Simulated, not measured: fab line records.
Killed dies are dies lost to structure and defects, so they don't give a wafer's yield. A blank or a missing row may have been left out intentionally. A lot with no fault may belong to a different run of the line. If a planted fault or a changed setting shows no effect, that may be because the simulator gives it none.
Problem report in the 8D (eight disciplines) form, filled by code ; flow n5Finfet ; the parts of the form that need people (team, actions taken, sign-off) are left out

## 1. WHAT WENT WRONG
At N5_BEOL_M0_SAQP_CD_MEAS_14, cdNm averages 39.2 nm over 6 wafers from 2 lots, while fault-free wafers read 42.4 nm, standard deviation 0.38. That is -8.5 standard deviations from the usual mean.
The step: target cd 42.5 nm.
Seen first at day 7 20:21 on cdSem-02, wafer L562.4. At this step, 26 wafers from 9 lots have a number in the record. Rule for "out" (also "out of limits"): further than 4 standard deviations from the usual mean. All remaining wafers that have a number are taken as sound.

## 2. WHAT IT IS, AND WHAT IT ISN'T
question;is;is not
which readings at this step;cdNm;-
which lots;L562, L563;L553, L554, L568, L571, L572, L573, L574
which wafers of those lots;all that have a number;-
read on which gauges;cdSem-02, cdSem-03;cdSem-01
when;from day 7 20:21;"up to then (6 sound wafers); but 14 sound wafers of L568, L571, L572, L573, L574 came after"

## 3. SUSPECTS, AND WHAT RULES EACH OUT
Counting: any tool at a process step up to the reading is kept as a suspect provided that every lot that is out went through it and no sound lot did after the first of them.
- the gauge at N5_BEOL_M0_SAQP_CD_MEAS_14 has been ruled out. The wafers that are out were read on 2 gauges (cdSem-02, cdSem-03).
- lithoTrack-01 at N5_BEOL_M0_SAQP_PEB_12 (peb time 60 s): kept. It processed each lot that is out, first L562 at day 7 20:17, and no sound lot thereafter; up to then, the last sound lot it processed was L554 at day 6 10:36.
Remaining after the count: lithoTrack-01 at N5_BEOL_M0_SAQP_PEB_12.

## 4. THE CAUSE (what the simulator had put in)
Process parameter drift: lithoTrack-01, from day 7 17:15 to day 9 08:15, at N5_BEOL_M0_SAQP_PEB_12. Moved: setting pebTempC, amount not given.
Counting left only this tool.

## 5. THE CHAIN OF EFFECTS, in route order
One row per reading whose mean, taken over the struck wafers that have a number, lies over 3 standard deviations from the usual. Only readings whose record carries a usual standard deviation are examined. hours: median over the lots of the time between each lot's start at the first step of this table that gives one and its start at this step. sigmas: the change, counted in usual standard deviations.
hours;step;reading;usual;on struck wafers;change;sigmas
0;N5_BEOL_M0_SAQP_CD_MEAS_14;cdNm;42.4 nm;39.2;-3.2;-8.5
Later measuring or inspecting steps at which every struck wafer that the step has a row for has a number for every such reading, and none has moved that far: N5_BEOL_M4_RC_MEAS_101.

## 6. HOW IT WOULD HAVE BEEN CAUGHT EARLIER
In this record the first reading out of limits at a measuring or inspecting step was taken at day 7 20:21, 3 hours after the fault began at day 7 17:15.
No tool reading at N5_BEOL_M0_SAQP_PEB_12 that has a usual standard deviation in the record was out on any struck wafer, so an alarm limit of 4 standard deviations on those readings would not have fired.
Of the lots that are out (2), L563 began N5_BEOL_M0_SAQP_PEB_12 on lithoTrack-01 after day 7 20:21. Putting the tool on hold at that point would have spared it.
